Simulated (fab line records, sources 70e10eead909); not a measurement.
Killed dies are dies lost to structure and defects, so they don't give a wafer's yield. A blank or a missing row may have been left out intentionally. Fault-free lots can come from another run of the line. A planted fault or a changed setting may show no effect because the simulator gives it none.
Check of tool commonality :: flow nandHarc :: Lots sampled 14, wafers sampled 42

## WHY THIS WAS OPENED
On 2 of the 14 lots, a flag is raised at NHARC_A_M0_CD_MEAS_09 on the reading cdNm. No-fault wafers: 80.2 nm, standard deviation 0.83.
Rule: a lot gets a flag if all its wafers with a number sit over 4 standard deviations from that mean, or if no wafer of it has a number. The rest of the lots are taken to be sound.

lot: L196
measured: day 22 23:26
on: cdSem-01
cdNm (nm), wafer by wafer: 81.2 80.8 81.6
flag: 

lot: L197
measured: day 23 01:15
on: cdSem-02
cdNm (nm), wafer by wafer: 79.3 80.5 80.5
flag: 

lot: L198
measured: day 23 16:50
on: cdSem-02
cdNm (nm), wafer by wafer: 79.4 80.9 80.7
flag: 

lot: L200
measured: day 23 21:42
on: cdSem-03
cdNm (nm), wafer by wafer: 81.3 80.1 80.5
flag: 

lot: L199
measured: day 23 23:31
on: cdSem-02
cdNm (nm), wafer by wafer: 81.0 80.5 78.7
flag: 

lot: L201
measured: day 24 14:58
on: cdSem-03
cdNm (nm), wafer by wafer: 81.6 80.7 81.1
flag: 

lot: L204
measured: day 25 22:57
on: cdSem-02
cdNm (nm), wafer by wafer: 80.6 79.7 80.0
flag: 

lot: L203
measured: day 25 23:38
on: cdSem-02
cdNm (nm), wafer by wafer: 78.5 81.0 78.6
flag: 

lot: L205
measured: day 26 11:24
on: cdSem-01
cdNm (nm), wafer by wafer: 80.0 80.3 78.6
flag: 

lot: L206
measured: day 26 20:19
on: cdSem-03
cdNm (nm), wafer by wafer: 79.9 80.1 81.1
flag: 

lot: L211
measured: day 28 22:10
on: cdSem-02
cdNm (nm), wafer by wafer: 79.2 80.8 80.9
flag: 

lot: L212
measured: day 29 12:10
on: cdSem-03
cdNm (nm), wafer by wafer: 99.6 99.5 100.2
flag: FLAGGED

lot: L213
measured: day 29 23:31
on: cdSem-02
cdNm (nm), wafer by wafer: 98.9 97.7 99.1
flag: FLAGGED

lot: L214
measured: day 30 11:06
on: cdSem-02
cdNm (nm), wafer by wafer: 79.5 80.6 79.1
flag: 
The mean of the flagged lots' numbers is 99.2 nm, +19.0 nm from the usual (+23 standard deviations).

## WHICH TOOL EACH LOT WENT THROUGH
4 process steps preceding the reading are held in the record, out of 1302 steps in the route. Every cell lists first the tool, next ch and the chambers used by the sampled wafers, and last the start.
lot: L196
flag: 
NHARC_A_CONTACT_CMP_20: cmp-01 ch 0,2, day 22 18:37
NHARC_A_BLC_ETCH_16: rieDiel-03 ch 0,1,3, day 22 19:48
NHARC_A_BLC_PVD_32: pvdSputter-01, day 22 23:21 or earlier
NHARC_A_M0_PEB_07: lithoTrack-01 ch 0, day 22 23:21

lot: L197
flag: 
NHARC_A_CONTACT_CMP_20: cmp-03 ch 0,2,3, day 22 20:25
NHARC_A_BLC_ETCH_16: rieDiel-06 ch 0,1,3, day 22 21:30
NHARC_A_BLC_PVD_32: pvdSputter-02, day 23 01:10 or earlier
NHARC_A_M0_PEB_07: lithoTrack-01 ch 0, day 23 01:10

lot: L198
flag: 
NHARC_A_CONTACT_CMP_20: cmp-02 ch 0,2,3, day 23 11:34
NHARC_A_BLC_ETCH_16: rieDiel-03 ch 0,2,3, day 23 12:43
NHARC_A_BLC_PVD_32: pvdSputter-01, day 23 16:46 or earlier
NHARC_A_M0_PEB_07: lithoTrack-06 ch 0, day 23 16:46

lot: L200
flag: 
NHARC_A_CONTACT_CMP_20: cmp-01 ch 0,2,3, day 23 16:45
NHARC_A_BLC_ETCH_16: rieDiel-03 ch 0,2,3, day 23 17:49
NHARC_A_BLC_PVD_32: pvdSputter-01, day 23 21:37 or earlier
NHARC_A_M0_PEB_07: lithoTrack-01 ch 0, day 23 21:37

lot: L199
flag: 
NHARC_A_CONTACT_CMP_20: cmp-03 ch 0,1,3, day 23 18:34
NHARC_A_BLC_ETCH_16: rieDiel-03 ch 0,1,2, day 23 19:35
NHARC_A_BLC_PVD_32: pvdSputter-01, day 23 23:26 or earlier
NHARC_A_M0_PEB_07: lithoTrack-06 ch 0, day 23 23:26

lot: L201
flag: 
NHARC_A_CONTACT_CMP_20: cmp-03 ch 0,2,3, day 24 10:02
NHARC_A_BLC_ETCH_16: rieDiel-03 ch 0,1,2, day 24 11:13
NHARC_A_BLC_PVD_32: pvdSputter-01, day 24 14:53 or earlier
NHARC_A_M0_PEB_07: lithoTrack-04 ch 0, day 24 14:53

lot: L204
flag: 
NHARC_A_CONTACT_CMP_20: cmp-02 ch 0,2,3, day 25 18:03
NHARC_A_BLC_ETCH_16: rieDiel-03 ch 0,1,3, day 25 19:12
NHARC_A_BLC_PVD_32: pvdSputter-02, day 25 22:52 or earlier
NHARC_A_M0_PEB_07: lithoTrack-06 ch 0, day 25 22:52

lot: L203
flag: 
NHARC_A_CONTACT_CMP_20: cmp-02 ch 0,1,3, day 25 18:40
NHARC_A_BLC_ETCH_16: rieDiel-06 ch 1,2,3, day 25 19:53
NHARC_A_BLC_PVD_32: pvdSputter-03, day 25 23:34 or earlier
NHARC_A_M0_PEB_07: lithoTrack-04 ch 0, day 25 23:34

lot: L205
flag: 
NHARC_A_CONTACT_CMP_20: cmp-02 ch 1,2,3, day 26 06:41
NHARC_A_BLC_ETCH_16: rieDiel-03 ch 0,1,3, day 26 07:40
NHARC_A_BLC_PVD_32: pvdSputter-03, day 26 11:19 or earlier
NHARC_A_M0_PEB_07: lithoTrack-04 ch 0, day 26 11:19

lot: L206
flag: 
NHARC_A_CONTACT_CMP_20: cmp-03 ch 1,2, day 26 15:40
NHARC_A_BLC_ETCH_16: rieDiel-06 ch 2,3, day 26 16:41
NHARC_A_BLC_PVD_32: pvdSputter-02, day 26 20:14 or earlier
NHARC_A_M0_PEB_07: lithoTrack-06 ch 0, day 26 20:14

lot: L211
flag: 
NHARC_A_CONTACT_CMP_20: cmp-02 ch 0,1,3, day 28 17:11
NHARC_A_BLC_ETCH_16: rieDiel-03 ch 0,2,3, day 28 18:22
NHARC_A_BLC_PVD_32: pvdSputter-03, day 28 22:05 or earlier
NHARC_A_M0_PEB_07: lithoTrack-06 ch 0, day 28 22:05

lot: L212
flag: FLAGGED
NHARC_A_CONTACT_CMP_20: cmp-03 ch 0,2,3, day 29 07:07
NHARC_A_BLC_ETCH_16: rieDiel-06 ch 0,1,3, day 29 08:19
NHARC_A_BLC_PVD_32: pvdSputter-01, day 29 12:05 or earlier
NHARC_A_M0_PEB_07: lithoTrack-04 ch 0, day 29 12:05

lot: L213
flag: FLAGGED
NHARC_A_CONTACT_CMP_20: cmp-02 ch 1,3, day 29 18:35
NHARC_A_BLC_ETCH_16: rieDiel-03 ch 0,1,3, day 29 19:46
NHARC_A_BLC_PVD_32: pvdSputter-02, day 29 23:26 or earlier
NHARC_A_M0_PEB_07: lithoTrack-04 ch 0, day 29 23:26

lot: L214
flag: 
NHARC_A_CONTACT_CMP_20: cmp-01 ch 0,2,3, day 30 06:05
NHARC_A_BLC_ETCH_16: rieDiel-03 ch 1,2,3, day 30 07:14
NHARC_A_BLC_PVD_32: pvdSputter-01, day 30 11:01 or earlier
NHARC_A_M0_PEB_07: lithoTrack-01 ch 0, day 30 11:01
What these steps do:
- NHARC_A_CONTACT_CMP_20: polishes, t overpolish 30 s, target thk 300 nm.
- NHARC_A_BLC_ETCH_16: etches the open film in CF4, target depth 39 nm, time 65 s.
- NHARC_A_BLC_PVD_32: deposits Ti, target thk 5 nm, time 17.7 s.
- NHARC_A_M0_PEB_07: peb time 65 s.
- NHARC_A_M0_CD_MEAS_09: target cd 80 nm.

## FLAGGED AGAINST TOTAL, ONE TOOL AT A TIME (gauges that did the reading follow at the end)
step: NHARC_A_CONTACT_CMP_20
tool: cmp-01
lots run: 3
flagged: 0
share of the flagged lots: none
sound lots run after its first flagged lot: -

step: NHARC_A_CONTACT_CMP_20
tool: cmp-02
lots run: 6
flagged: 1
share of the flagged lots: some
sound lots run after its first flagged lot: 0

step: NHARC_A_CONTACT_CMP_20
tool: cmp-03
lots run: 5
flagged: 1
share of the flagged lots: some
sound lots run after its first flagged lot: 0

step: NHARC_A_BLC_ETCH_16
tool: rieDiel-03
lots run: 10
flagged: 1
share of the flagged lots: some
sound lots run after its first flagged lot: 1 (L214)

step: NHARC_A_BLC_ETCH_16
tool: rieDiel-06
lots run: 4
flagged: 1
share of the flagged lots: some
sound lots run after its first flagged lot: 0

step: NHARC_A_BLC_PVD_32
tool: pvdSputter-01
lots run: 7
flagged: 1
share of the flagged lots: some
sound lots run after its first flagged lot: 1 (L214)

step: NHARC_A_BLC_PVD_32
tool: pvdSputter-02
lots run: 4
flagged: 1
share of the flagged lots: some
sound lots run after its first flagged lot: 0

step: NHARC_A_BLC_PVD_32
tool: pvdSputter-03
lots run: 3
flagged: 0
share of the flagged lots: none
sound lots run after its first flagged lot: -

step: NHARC_A_M0_PEB_07
tool: lithoTrack-01
lots run: 4
flagged: 0
share of the flagged lots: none
sound lots run after its first flagged lot: -

step: NHARC_A_M0_PEB_07
tool: lithoTrack-04
lots run: 5
flagged: 2
share of the flagged lots: all
sound lots run after its first flagged lot: 0

step: NHARC_A_M0_PEB_07
tool: lithoTrack-06
lots run: 5
flagged: 0
share of the flagged lots: none
sound lots run after its first flagged lot: -

step: NHARC_A_M0_CD_MEAS_09
tool: cdSem-01
lots run: 2
flagged: 0
share of the flagged lots: none
sound lots run after its first flagged lot: -

step: NHARC_A_M0_CD_MEAS_09
tool: cdSem-02
lots run: 8
flagged: 1
share of the flagged lots: some
sound lots run after its first flagged lot: 1 (L214)

step: NHARC_A_M0_CD_MEAS_09
tool: cdSem-03
lots run: 4
flagged: 1
share of the flagged lots: some
sound lots run after its first flagged lot: 0
With no start given for some of its lots, NHARC_A_BLC_PVD_32 uses the hours and lot order of NHARC_A_M0_PEB_07.

## WHAT IS ALLOWED BY THE TABLE
1 row of the table ran every flagged lot: lithoTrack-04 at NHARC_A_M0_PEB_07.
- lithoTrack-04 at NHARC_A_M0_PEB_07 ran 5 lots, 2 of them flagged. It ran its last sound lot, L205, at day 26 11:19 and its first flagged lot, L212, at day 29 12:05: a fault with its onset between the two fits. Its own readings (heaterPowerTotalW, plateTempC) fall more than 4 standard deviations out on all wafers of the flagged lots.
What remains is a single tool, lithoTrack-04 at NHARC_A_M0_PEB_07.

## WHAT THE SIMULATOR HAD PUT IN
Process parameter drift: lithoTrack-04, from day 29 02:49 on, at NHARC_A_M0_PEB_07. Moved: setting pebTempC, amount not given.
Struck lots among those shown: L212, L213. Same finding as the rule above.
